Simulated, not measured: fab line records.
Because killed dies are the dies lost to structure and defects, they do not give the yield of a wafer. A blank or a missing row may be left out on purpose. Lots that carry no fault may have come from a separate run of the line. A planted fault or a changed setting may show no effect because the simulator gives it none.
Which of the tools did it? / flow n5Finfet / 72 wafers from 24 lots sampled at 5 of the route's 1938 steps

WHAT THE GAUGES SHOWED, per wafer
N5_BEOL_M7_OCD_MEAS_38.
lot=L075; measured=day 8 23:12; on=ocd-01; trenchDepthNm (nm)=94.2 94.8 94.1
lot=L074; measured=day 9 02:20; on=ocd-02; trenchDepthNm (nm)=93.8 93.4 95.6
lot=L076; measured=day 9 08:58; on=ocd-01; trenchDepthNm (nm)=93.5 90.9 95.7
lot=L077; measured=day 9 19:26; on=ocd-02; trenchDepthNm (nm)=93.2 95.4 95.0
lot=L078; measured=day 9 19:50; on=ocd-02; trenchDepthNm (nm)=93.1 91.3 93.7
lot=L079; measured=day 10 10:49; on=ocd-02; trenchDepthNm (nm)=94.7 90.9 94.7
lot=L080; measured=day 10 18:03; on=ocd-02; trenchDepthNm (nm)=95.2 94.7 95.9
lot=L082; measured=day 11 01:07; on=ocd-01; trenchDepthNm (nm)=96.6 90.8 94.6
lot=L081; measured=day 11 01:26; on=ocd-02; trenchDepthNm (nm)=89.1 95.1 95.4
lot=L084; measured=day 11 09:25; on=ocd-02; trenchDepthNm (nm)=94.3 93.6 94.9
lot=L083; measured=day 11 09:48; on=ocd-01; trenchDepthNm (nm)=96.8 91.1 90.7
lot=L085; measured=day 11 11:38; on=ocd-02; trenchDepthNm (nm)=95.5 93.0 95.3
lot=L087; measured=day 12 10:19; on=ocd-02; trenchDepthNm (nm)=97.1 92.3 93.6
lot=L088; measured=day 12 17:14; on=ocd-01; trenchDepthNm (nm)=91.2 91.9 94.9
lot=L086; measured=day 12 17:22; on=ocd-02; trenchDepthNm (nm)=95.2 91.3 95.4
lot=L089; measured=day 13 13:58; on=ocd-01; trenchDepthNm (nm)=91.3 94.6 93.3
lot=L090; measured=day 13 15:28; on=ocd-01; trenchDepthNm (nm)=90.3 92.9 93.6
lot=L093; measured=day 13 15:51; on=ocd-02; trenchDepthNm (nm)=96.4 91.9 94.6
lot=L091; measured=day 13 20:47; on=ocd-01; trenchDepthNm (nm)=93.6 95.0 96.5
lot=L092; measured=day 14 02:55; on=ocd-01; trenchDepthNm (nm)=94.1 91.2 95.3
lot=L095; measured=day 14 18:25; on=ocd-01; trenchDepthNm (nm)=93.5 95.6 94.2
lot=L094; measured=day 15 00:08; on=ocd-02; trenchDepthNm (nm)=95.0 95.2 94.1
lot=L097; measured=day 15 06:35; on=ocd-02; trenchDepthNm (nm)=89.1 93.5 93.5
lot=L096; measured=day 15 12:49; on=ocd-02; trenchDepthNm (nm)=95.4 95.2 92.5

N5_BEOL_M8_THK_MEAS_01.
lot=L075; measured=day 9 04:08; on=filmMetro-01; M8_ILD_THK (nm)=151.1 152.7 155.5
lot=L074; measured=day 9 06:14; on=filmMetro-02; M8_ILD_THK (nm)=153.8 154.9 157.3
lot=L076; measured=day 9 13:35; on=filmMetro-01; M8_ILD_THK (nm)=154.5 156.2 154.5
lot=L077; measured=day 9 22:35; on=filmMetro-01; M8_ILD_THK (nm)=155.3 154.3 158.5
lot=L078; measured=day 9 23:37; on=filmMetro-02; M8_ILD_THK (nm)=156.7 154.4 157.0
lot=L079; measured=day 10 13:58; on=filmMetro-01; M8_ILD_THK (nm)=155.5 155.9 157.6
lot=L080; measured=day 10 21:21; on=filmMetro-01; M8_ILD_THK (nm)=152.2 154.2 155.1
lot=L082; measured=day 11 04:56; on=filmMetro-01; M8_ILD_THK (nm)=153.8 154.6 154.7
lot=L081; measured=day 11 05:30; on=filmMetro-02; M8_ILD_THK (nm)=159.3 157.7 159.5
lot=L084; measured=day 11 14:20; on=filmMetro-02; M8_ILD_THK (nm)=156.3 156.6 154.0
lot=L083; measured=day 11 14:49; on=filmMetro-01; M8_ILD_THK (nm)=154.5 151.9 155.8
lot=L085; measured=day 11 16:41; on=filmMetro-01; M8_ILD_THK (nm)=154.5 156.6 157.3
lot=L087; measured=day 12 13:31; on=filmMetro-01; M8_ILD_THK (nm)=152.9 156.1 156.0
lot=L088; measured=day 12 20:02; on=filmMetro-01; M8_ILD_THK (nm)=155.0 156.6 155.4
lot=L086; measured=day 13 02:02; on=filmMetro-02; M8_ILD_THK (nm)=154.5 155.1 156.0
lot=L089; measured=day 13 17:59; on=filmMetro-02; M8_ILD_THK (nm)=153.9 155.0 157.2
lot=L090; measured=day 13 19:16; on=filmMetro-02; M8_ILD_THK (nm)=151.4 154.6 155.7
lot=L093; measured=day 13 19:33; on=filmMetro-02; M8_ILD_THK (nm)=152.4 154.5 155.2
lot=L091; measured=day 13 23:44; on=filmMetro-02; M8_ILD_THK (nm)=156.4 160.5 159.4
lot=L092; measured=day 14 06:41; on=filmMetro-02; M8_ILD_THK (nm)=153.9 151.5 155.9
lot=L095; measured=day 14 21:52; on=filmMetro-02; M8_ILD_THK (nm)=155.3 155.9 156.0
lot=L094; measured=day 15 05:08; on=filmMetro-01; M8_ILD_THK (nm)=154.4 154.3 156.2
lot=L097; measured=day 15 11:10; on=filmMetro-02; M8_ILD_THK (nm)=152.2 151.2 155.5
lot=L096; measured=day 15 17:46; on=filmMetro-01; M8_ILD_THK (nm)=154.5 158.4 155.8

WHAT TOOL EACH LOT RAN ON (gives the tool, then ch and the chambers of the sampled wafers, and finally the start)
lot=L075; N5_BEOL_M7_DESCUM_33=rieDiel-06 ch 2,3, day 8 22:47; N5_BEOL_M7_ETCH_65=rieDiel-06 ch 2,3, day 8 22:50; N5_BEOL_M7_ALD_77=aldMetal-04 ch 0,2,3, day 9 00:25
lot=L074; N5_BEOL_M7_DESCUM_33=rieDiel-03 ch 1,3, day 9 01:53; N5_BEOL_M7_ETCH_65=rieDiel-03 ch 1,3, day 9 01:57; N5_BEOL_M7_ALD_77=aldMetal-03 ch 0,1, day 9 03:27
lot=L076; N5_BEOL_M7_DESCUM_33=rieDiel-06 ch 1,2,3, day 9 08:32; N5_BEOL_M7_ETCH_65=rieDiel-06 ch 1,2,3, day 9 08:35; N5_BEOL_M7_ALD_77=aldMetal-04 ch 0,2,3, day 9 09:35
lot=L077; N5_BEOL_M7_DESCUM_33=rieDiel-03 ch 0,1, day 9 19:01; N5_BEOL_M7_ETCH_65=rieDiel-03 ch 0,1, day 9 19:04; N5_BEOL_M7_ALD_77=aldMetal-03 ch 1,2,3, day 9 20:14
lot=L078; N5_BEOL_M7_DESCUM_33=rieDiel-03 ch 1,2,3, day 9 19:25; N5_BEOL_M7_ETCH_65=rieDiel-03 ch 1,2,3, day 9 19:28; N5_BEOL_M7_ALD_77=aldMetal-03 ch 1,2, day 9 20:37
lot=L079; N5_BEOL_M7_DESCUM_33=rieDiel-01 ch 0,2,3, day 10 10:23; N5_BEOL_M7_ETCH_65=rieDiel-01 ch 0,2,3, day 10 10:26; N5_BEOL_M7_ALD_77=aldMetal-03 ch 2,3, day 10 11:25
lot=L080; N5_BEOL_M7_DESCUM_33=rieDiel-01 ch 0,2, day 10 17:37; N5_BEOL_M7_ETCH_65=rieDiel-01 ch 0,2, day 10 17:40; N5_BEOL_M7_ALD_77=aldMetal-04 ch 1,2, day 10 19:05
lot=L082; N5_BEOL_M7_DESCUM_33=rieDiel-03 ch 1,2,3, day 11 00:41; N5_BEOL_M7_ETCH_65=rieDiel-03 ch 1,2,3, day 11 00:44; N5_BEOL_M7_ALD_77=aldMetal-03 ch 1,2,3, day 11 02:02
lot=L081; N5_BEOL_M7_DESCUM_33=rieDiel-01 ch 2,3, day 11 01:00; N5_BEOL_M7_ETCH_65=rieDiel-01 ch 2,3, day 11 01:03; N5_BEOL_M7_ALD_77=aldMetal-03 ch 0,1,2, day 11 02:17
lot=L084; N5_BEOL_M7_DESCUM_33=rieDiel-06 ch 2,3, day 11 08:59; N5_BEOL_M7_ETCH_65=rieDiel-06 ch 2,3, day 11 09:02; N5_BEOL_M7_ALD_77=aldMetal-03 ch 1,3, day 11 10:34
lot=L083; N5_BEOL_M7_DESCUM_33=rieDiel-03 ch 1,2, day 11 09:22; N5_BEOL_M7_ETCH_65=rieDiel-03 ch 1,2, day 11 09:25; N5_BEOL_M7_ALD_77=aldMetal-01 ch 0,1,3, day 11 10:47
lot=L085; N5_BEOL_M7_DESCUM_33=rieDiel-03 ch 0,3, day 11 11:13; N5_BEOL_M7_ETCH_65=rieDiel-03 ch 0,3, day 11 11:16; N5_BEOL_M7_ALD_77=aldMetal-04 ch 1,2, day 11 12:16
lot=L087; N5_BEOL_M7_DESCUM_33=rieDiel-03 ch 1,2,3, day 12 09:53; N5_BEOL_M7_ETCH_65=rieDiel-03 ch 1,2,3, day 12 09:56; N5_BEOL_M7_ALD_77=aldMetal-01 ch 1,3, day 12 11:25
lot=L088; N5_BEOL_M7_DESCUM_33=rieDiel-01 ch 1,2,3, day 12 16:48; N5_BEOL_M7_ETCH_65=rieDiel-01 ch 1,2,3, day 12 16:51; N5_BEOL_M7_ALD_77=aldMetal-01 ch 0,1,3, day 12 17:56
lot=L086; N5_BEOL_M7_DESCUM_33=rieDiel-06 ch 1,2,3, day 12 16:56; N5_BEOL_M7_ETCH_65=rieDiel-06 ch 1,2,3, day 12 16:59; N5_BEOL_M7_ALD_77=aldMetal-03 ch 0,1,3, day 12 18:07
lot=L089; N5_BEOL_M7_DESCUM_33=rieDiel-06 ch 0,2,3, day 13 13:32; N5_BEOL_M7_ETCH_65=rieDiel-06 ch 0,2,3, day 13 13:35; N5_BEOL_M7_ALD_77=aldMetal-04 ch 1,2,3, day 13 15:12
lot=L090; N5_BEOL_M7_DESCUM_33=rieDiel-01 ch 1,3, day 13 15:02; N5_BEOL_M7_ETCH_65=rieDiel-01 ch 1,3, day 13 15:05; N5_BEOL_M7_ALD_77=aldMetal-04 ch 0,1,3, day 13 16:31
lot=L093; N5_BEOL_M7_DESCUM_33=rieDiel-03 ch 0,1,2, day 13 15:25; N5_BEOL_M7_ETCH_65=rieDiel-03 ch 0,1,2, day 13 15:28; N5_BEOL_M7_ALD_77=aldMetal-01 ch 0,1,3, day 13 16:41
lot=L091; N5_BEOL_M7_DESCUM_33=rieDiel-01 ch 0,1,2, day 13 20:21; N5_BEOL_M7_ETCH_65=rieDiel-01 ch 0,1,2, day 13 20:24; N5_BEOL_M7_ALD_77=aldMetal-01 ch 0,1,2, day 13 21:26
lot=L092; N5_BEOL_M7_DESCUM_33=rieDiel-06 ch 0,2,3, day 14 02:29; N5_BEOL_M7_ETCH_65=rieDiel-06 ch 0,2,3, day 14 02:32; N5_BEOL_M7_ALD_77=aldMetal-03 ch 1,2,3, day 14 04:35
lot=L095; N5_BEOL_M7_DESCUM_33=rieDiel-06 ch 2,3, day 14 17:59; N5_BEOL_M7_ETCH_65=rieDiel-06 ch 2,3, day 14 18:02; N5_BEOL_M7_ALD_77=aldMetal-03 ch 0,3, day 14 19:32
lot=L094; N5_BEOL_M7_DESCUM_33=rieDiel-03 ch 0,3, day 14 23:42; N5_BEOL_M7_ETCH_65=rieDiel-03 ch 0,3, day 14 23:45; N5_BEOL_M7_ALD_77=aldMetal-01 ch 1,2,3, day 15 01:14
lot=L097; N5_BEOL_M7_DESCUM_33=rieDiel-01 ch 0,2,3, day 15 06:10; N5_BEOL_M7_ETCH_65=rieDiel-01 ch 0,2,3, day 15 06:13; N5_BEOL_M7_ALD_77=aldMetal-03 ch 0,1,3, day 15 07:29
lot=L096; N5_BEOL_M7_DESCUM_33=rieDiel-03 ch 1,2,3, day 15 12:23; N5_BEOL_M7_ETCH_65=rieDiel-03 ch 1,2,3, day 15 12:26; N5_BEOL_M7_ALD_77=aldMetal-01 ch 0,1, day 15 13:36
- N5_BEOL_M7_DESCUM_33: chemistry O2, time 7 s.
- N5_BEOL_M7_ETCH_65: etches SiARC in CF4, target depth 15.6 nm, time 26 s.
- N5_BEOL_M7_ALD_77: deposits TaN, target thk 2 nm, pulse time 2 s, purge time 3 s.

WHAT THE TOOLS THEMSELVES READ (means of the sampled wafers that have a number; where no wafer has one, the mark that the record gives instead)
N5_BEOL_M7_DESCUM_33.
lot=L075; tool=rieDiel-06; drypumpMotorCurrentA (A)=5.5; oesProductAu (a.u.)=0.83; rfVppV (V)=243.6; showerheadPlenumPTorr (Torr)=2.14; throttleValvePct (%)=20.21
lot=L074; tool=rieDiel-03; drypumpMotorCurrentA (A)=5.5; oesProductAu (a.u.)=0.77; rfVppV (V)=244.5; showerheadPlenumPTorr (Torr)=2.17; throttleValvePct (%)=20.57
lot=L076; tool=rieDiel-06; drypumpMotorCurrentA (A)=5.2; oesProductAu (a.u.)=0.80; rfVppV (V)=243.7; showerheadPlenumPTorr (Torr)=2.11; throttleValvePct (%)=20.25
lot=L077; tool=rieDiel-03; drypumpMotorCurrentA (A)=6.2; oesProductAu (a.u.)=0.97; rfVppV (V)=244.1; showerheadPlenumPTorr (Torr)=2.15; throttleValvePct (%)=20.13
lot=L078; tool=rieDiel-03; drypumpMotorCurrentA (A)=5.9; oesProductAu (a.u.)=0.76; rfVppV (V)=243.0; showerheadPlenumPTorr (Torr)=2.13; throttleValvePct (%)=20.56
lot=L079; tool=rieDiel-01; drypumpMotorCurrentA (A)=5.7; oesProductAu (a.u.)=0.75; rfVppV (V)=243.1; showerheadPlenumPTorr (Torr)=2.06; throttleValvePct (%)=20.60
lot=L080; tool=rieDiel-01; drypumpMotorCurrentA (A)=5.7; oesProductAu (a.u.)=0.77; rfVppV (V)=243.7; showerheadPlenumPTorr (Torr)=2.09; throttleValvePct (%)=20.47
lot=L082; tool=rieDiel-03; drypumpMotorCurrentA (A)=5.9; oesProductAu (a.u.)=0.84; rfVppV (V)=242.8; showerheadPlenumPTorr (Torr)=2.13; throttleValvePct (%)=20.46
lot=L081; tool=rieDiel-01; drypumpMotorCurrentA (A)=6.0; oesProductAu (a.u.)=0.76; rfVppV (V)=243.7; showerheadPlenumPTorr (Torr)=2.06; throttleValvePct (%)=20.45
lot=L084; tool=rieDiel-06; drypumpMotorCurrentA (A)=5.2; oesProductAu (a.u.)=0.85; rfVppV (V)=242.7; showerheadPlenumPTorr (Torr)=2.09; throttleValvePct (%)=20.11
lot=L083; tool=rieDiel-03; drypumpMotorCurrentA (A)=6.0; oesProductAu (a.u.)=0.91; rfVppV (V)=243.5; showerheadPlenumPTorr (Torr)=2.11; throttleValvePct (%)=20.29
lot=L085; tool=rieDiel-03; drypumpMotorCurrentA (A)=6.1; oesProductAu (a.u.)=0.86; rfVppV (V)=243.7; showerheadPlenumPTorr (Torr)=2.16; throttleValvePct (%)=20.32
lot=L087; tool=rieDiel-03; drypumpMotorCurrentA (A)=5.9; oesProductAu (a.u.)=0.82; rfVppV (V)=243.5; showerheadPlenumPTorr (Torr)=2.12; throttleValvePct (%)=20.48
lot=L088; tool=rieDiel-01; drypumpMotorCurrentA (A)=5.6; oesProductAu (a.u.)=0.73; rfVppV (V)=242.8; showerheadPlenumPTorr (Torr)=2.07; throttleValvePct (%)=20.49
lot=L086; tool=rieDiel-06; drypumpMotorCurrentA (A)=5.3; oesProductAu (a.u.)=0.78; rfVppV (V)=243.5; showerheadPlenumPTorr (Torr)=2.10; throttleValvePct (%)=20.29
lot=L089; tool=rieDiel-06; drypumpMotorCurrentA (A)=5.6; oesProductAu (a.u.)=0.77; rfVppV (V)=242.3; showerheadPlenumPTorr (Torr)=2.07; throttleValvePct (%)=20.34
lot=L090; tool=rieDiel-01; drypumpMotorCurrentA (A)=5.2; oesProductAu (a.u.)=0.69; rfVppV (V)=242.3; showerheadPlenumPTorr (Torr)=2.09; throttleValvePct (%)=20.50
lot=L093; tool=rieDiel-03; drypumpMotorCurrentA (A)=6.3; oesProductAu (a.u.)=0.90; rfVppV (V)=243.0; showerheadPlenumPTorr (Torr)=2.11; throttleValvePct (%)=20.25
lot=L091; tool=rieDiel-01; drypumpMotorCurrentA (A)=5.3; oesProductAu (a.u.)=0.73; rfVppV (V)=243.2; showerheadPlenumPTorr (Torr)=2.10; throttleValvePct (%)=20.50
lot=L092; tool=rieDiel-06; drypumpMotorCurrentA (A)=5.6; oesProductAu (a.u.)=0.78; rfVppV (V)=243.3; showerheadPlenumPTorr (Torr)=2.07; throttleValvePct (%)=20.35
lot=L095; tool=rieDiel-06; drypumpMotorCurrentA (A)=5.2; oesProductAu (a.u.)=0.81; rfVppV (V)=242.9; showerheadPlenumPTorr (Torr)=2.08; throttleValvePct (%)=20.16
lot=L094; tool=rieDiel-03; drypumpMotorCurrentA (A)=6.1; oesProductAu (a.u.)=0.92; rfVppV (V)=243.8; showerheadPlenumPTorr (Torr)=2.15; throttleValvePct (%)=20.26
lot=L097; tool=rieDiel-01; drypumpMotorCurrentA (A)=5.7; oesProductAu (a.u.)=0.73; rfVppV (V)=242.5; showerheadPlenumPTorr (Torr)=2.05; throttleValvePct (%)=20.65
lot=L096; tool=rieDiel-03; drypumpMotorCurrentA (A)=5.9; oesProductAu (a.u.)=0.89; rfVppV (V)=243.3; showerheadPlenumPTorr (Torr)=2.12; throttleValvePct (%)=20.40

N5_BEOL_M7_ETCH_65.
lot=L075; tool=rieDiel-06; biasW (W)=36.06; drypumpMotorCurrentA (A)=5.4; etchRfOnTimeS (s)=26.3; oesProductAu (a.u.)=0.70; rfVppV (V)=184.7; showerheadPlenumPTorr (Torr)=2.19; throttleValvePct (%)=15.39
lot=L074; tool=rieDiel-03; biasW (W)=36.03; drypumpMotorCurrentA (A)=5.5; etchRfOnTimeS (s)=26.1; oesProductAu (a.u.)=0.66; rfVppV (V)=184.9; showerheadPlenumPTorr (Torr)=2.19; throttleValvePct (%)=15.65
lot=L076; tool=rieDiel-06; biasW (W)=35.87; drypumpMotorCurrentA (A)=5.2; etchRfOnTimeS (s)=26.4; oesProductAu (a.u.)=0.68; rfVppV (V)=184.6; showerheadPlenumPTorr (Torr)=2.15; throttleValvePct (%)=15.45
lot=L077; tool=rieDiel-03; biasW (W)=36.05; drypumpMotorCurrentA (A)=6.2; etchRfOnTimeS (s)=26.0; oesProductAu (a.u.)=0.82; rfVppV (V)=184.1; showerheadPlenumPTorr (Torr)=2.18; throttleValvePct (%)=15.16
lot=L078; tool=rieDiel-03; biasW (W)=36.02; drypumpMotorCurrentA (A)=5.9; etchRfOnTimeS (s)=26.4; oesProductAu (a.u.)=0.64; rfVppV (V)=184.8; showerheadPlenumPTorr (Torr)=2.16; throttleValvePct (%)=15.71
lot=L079; tool=rieDiel-01; biasW (W)=35.99; drypumpMotorCurrentA (A)=5.7; etchRfOnTimeS (s)=25.7; oesProductAu (a.u.)=0.65; rfVppV (V)=184.0; showerheadPlenumPTorr (Torr)=2.12; throttleValvePct (%)=15.80
lot=L080; tool=rieDiel-01; biasW (W)=35.87; drypumpMotorCurrentA (A)=5.7; etchRfOnTimeS (s)=25.0; oesProductAu (a.u.)=0.67; rfVppV (V)=184.2; showerheadPlenumPTorr (Torr)=2.16; throttleValvePct (%)=15.78
lot=L082; tool=rieDiel-03; biasW (W)=35.98; drypumpMotorCurrentA (A)=5.9; etchRfOnTimeS (s)=25.9; oesProductAu (a.u.)=0.72; rfVppV (V)=184.3; showerheadPlenumPTorr (Torr)=2.16; throttleValvePct (%)=15.56
lot=L081; tool=rieDiel-01; biasW (W)=35.96; drypumpMotorCurrentA (A)=6.0; etchRfOnTimeS (s)=25.5; oesProductAu (a.u.)=0.66; rfVppV (V)=183.5; showerheadPlenumPTorr (Torr)=2.13; throttleValvePct (%)=15.71
lot=L084; tool=rieDiel-06; biasW (W)=36.08; drypumpMotorCurrentA (A)=5.2; etchRfOnTimeS (s)=25.9; oesProductAu (a.u.)=0.72; rfVppV (V)=184.1; showerheadPlenumPTorr (Torr)=2.14; throttleValvePct (%)=15.28
lot=L083; tool=rieDiel-03; biasW (W)=36.06; drypumpMotorCurrentA (A)=6.0; etchRfOnTimeS (s)=26.4; oesProductAu (a.u.)=0.77; rfVppV (V)=184.1; showerheadPlenumPTorr (Torr)=2.15; throttleValvePct (%)=15.40
lot=L085; tool=rieDiel-03; biasW (W)=35.89; drypumpMotorCurrentA (A)=6.1; etchRfOnTimeS (s)=25.8; oesProductAu (a.u.)=0.72; rfVppV (V)=183.8; showerheadPlenumPTorr (Torr)=2.18; throttleValvePct (%)=15.36
lot=L087; tool=rieDiel-03; biasW (W)=36.10; drypumpMotorCurrentA (A)=5.9; etchRfOnTimeS (s)=26.3; oesProductAu (a.u.)=0.70; rfVppV (V)=184.2; showerheadPlenumPTorr (Torr)=2.16; throttleValvePct (%)=15.58
lot=L088; tool=rieDiel-01; biasW (W)=36.02; drypumpMotorCurrentA (A)=5.6; etchRfOnTimeS (s)=26.1; oesProductAu (a.u.)=0.62; rfVppV (V)=184.0; showerheadPlenumPTorr (Torr)=2.13; throttleValvePct (%)=15.73
lot=L086; tool=rieDiel-06; biasW (W)=35.98; drypumpMotorCurrentA (A)=5.3; etchRfOnTimeS (s)=26.1; oesProductAu (a.u.)=0.66; rfVppV (V)=184.0; showerheadPlenumPTorr (Torr)=2.14; throttleValvePct (%)=15.50
lot=L089; tool=rieDiel-06; biasW (W)=35.88; drypumpMotorCurrentA (A)=5.6; etchRfOnTimeS (s)=26.3; oesProductAu (a.u.)=0.66; rfVppV (V)=183.2; showerheadPlenumPTorr (Torr)=2.12; throttleValvePct (%)=15.55
lot=L090; tool=rieDiel-01; biasW (W)=36.03; drypumpMotorCurrentA (A)=5.2; etchRfOnTimeS (s)=26.1; oesProductAu (a.u.)=0.59; rfVppV (V)=183.6; showerheadPlenumPTorr (Torr)=2.14; throttleValvePct (%)=15.71
lot=L093; tool=rieDiel-03; biasW (W)=36.03; drypumpMotorCurrentA (A)=6.3; etchRfOnTimeS (s)=26.0; oesProductAu (a.u.)=0.76; rfVppV (V)=184.2; showerheadPlenumPTorr (Torr)=2.15; throttleValvePct (%)=15.34
lot=L091; tool=rieDiel-01; biasW (W)=35.99; drypumpMotorCurrentA (A)=5.3; etchRfOnTimeS (s)=25.3; oesProductAu (a.u.)=0.63; rfVppV (V)=184.2; showerheadPlenumPTorr (Torr)=2.17; throttleValvePct (%)=15.80
lot=L092; tool=rieDiel-06; biasW (W)=36.01; drypumpMotorCurrentA (A)=5.6; etchRfOnTimeS (s)=26.2; oesProductAu (a.u.)=0.66; rfVppV (V)=184.1; showerheadPlenumPTorr (Torr)=2.12; throttleValvePct (%)=15.55
lot=L095; tool=rieDiel-06; biasW (W)=36.09; drypumpMotorCurrentA (A)=5.2; etchRfOnTimeS (s)=26.0; oesProductAu (a.u.)=0.69; rfVppV (V)=183.9; showerheadPlenumPTorr (Torr)=2.13; throttleValvePct (%)=15.33
lot=L094; tool=rieDiel-03; biasW (W)=35.91; drypumpMotorCurrentA (A)=6.1; etchRfOnTimeS (s)=25.7; oesProductAu (a.u.)=0.78; rfVppV (V)=185.7; showerheadPlenumPTorr (Torr)=2.18; throttleValvePct (%)=15.27
lot=L097; tool=rieDiel-01; biasW (W)=36.00; drypumpMotorCurrentA (A)=5.7; etchRfOnTimeS (s)=25.9; oesProductAu (a.u.)=0.63; rfVppV (V)=183.5; showerheadPlenumPTorr (Torr)=2.11; throttleValvePct (%)=15.85
lot=L096; tool=rieDiel-03; biasW (W)=36.01; drypumpMotorCurrentA (A)=5.9; etchRfOnTimeS (s)=25.6; oesProductAu (a.u.)=0.76; rfVppV (V)=183.8; showerheadPlenumPTorr (Torr)=2.15; throttleValvePct (%)=15.46

N5_BEOL_M7_ALD_77.
lot=L075; tool=aldMetal-04; chamberPressureTorr (Torr)=2.994; heaterPowerW (W)=405
lot=L074; tool=aldMetal-03; chamberPressureTorr (Torr)=3.001; heaterPowerW (W)=383
lot=L076; tool=aldMetal-04; chamberPressureTorr (Torr)=2.998; heaterPowerW (W)=407
lot=L077; tool=aldMetal-03; chamberPressureTorr (Torr)=3.002; heaterPowerW (W)=417
lot=L078; tool=aldMetal-03; chamberPressureTorr (Torr)=3.003; heaterPowerW (W)=439
lot=L079; tool=aldMetal-03; chamberPressureTorr (Torr)=3.001; heaterPowerW (W)=421
lot=L080; tool=aldMetal-04; chamberPressureTorr (Torr)=2.998; heaterPowerW (W)=443
lot=L082; tool=aldMetal-03; chamberPressureTorr (Torr)=2.994; heaterPowerW (W)=420
lot=L081; tool=aldMetal-03; chamberPressureTorr (Torr)=2.999; heaterPowerW (W)=421
lot=L084; tool=aldMetal-03; chamberPressureTorr (Torr)=3.005; heaterPowerW (W)=395
lot=L083; tool=aldMetal-01; chamberPressureTorr (Torr)=3.004; heaterPowerW (W)=414
lot=L085; tool=aldMetal-04; chamberPressureTorr (Torr)=3.002; heaterPowerW (W)=449
lot=L087; tool=aldMetal-01; chamberPressureTorr (Torr)=2.994; heaterPowerW (W)=406
lot=L088; tool=aldMetal-01; chamberPressureTorr (Torr)=2.993; heaterPowerW (W)=408
lot=L086; tool=aldMetal-03; chamberPressureTorr (Torr)=3.004; heaterPowerW (W)=388
lot=L089; tool=aldMetal-04; chamberPressureTorr (Torr)=2.993; heaterPowerW (W)=425
lot=L090; tool=aldMetal-04; chamberPressureTorr (Torr)=3.008; heaterPowerW (W)=405
lot=L093; tool=aldMetal-01; chamberPressureTorr (Torr)=3.004; heaterPowerW (W)=414
lot=L091; tool=aldMetal-01; chamberPressureTorr (Torr)=3.003; heaterPowerW (W)=435
lot=L092; tool=aldMetal-03; chamberPressureTorr (Torr)=3.004; heaterPowerW (W)=414
lot=L095; tool=aldMetal-03; chamberPressureTorr (Torr)=3.000; heaterPowerW (W)=359
lot=L094; tool=aldMetal-01; chamberPressureTorr (Torr)=3.004; heaterPowerW (W)=427
lot=L097; tool=aldMetal-03; chamberPressureTorr (Torr)=2.998; heaterPowerW (W)=389
lot=L096; tool=aldMetal-01; chamberPressureTorr (Torr)=2.997; heaterPowerW (W)=426

THE ANSWER, worked out from the rows above alone
Rule: the lots themselves supply what counts as usual. The widest of any qualifying gaps counts: lots, ordered by their means at a reading, are off when they make up no more than a third of the lots, leave a main group of 4 or more, and stand apart from it by 3 or more times the standard deviation of that group's means. Not used: any main group whose means are identical at the precision the tables above print for the reading. A lot without any number at a reading at which 4 lots or more have one is off too. The other lots that the step has rows for count as sound. First the gauges in route order, then the tools' own readings, where a lot's mean is used as printed above. At the first step where some lot is off, the reading lying furthest off is the one used; lots without a number count as furthest.
Nothing can be told from this: no lot is off at any reading shown.

WHAT HAD BEEN PUT IN BY THE SIMULATOR
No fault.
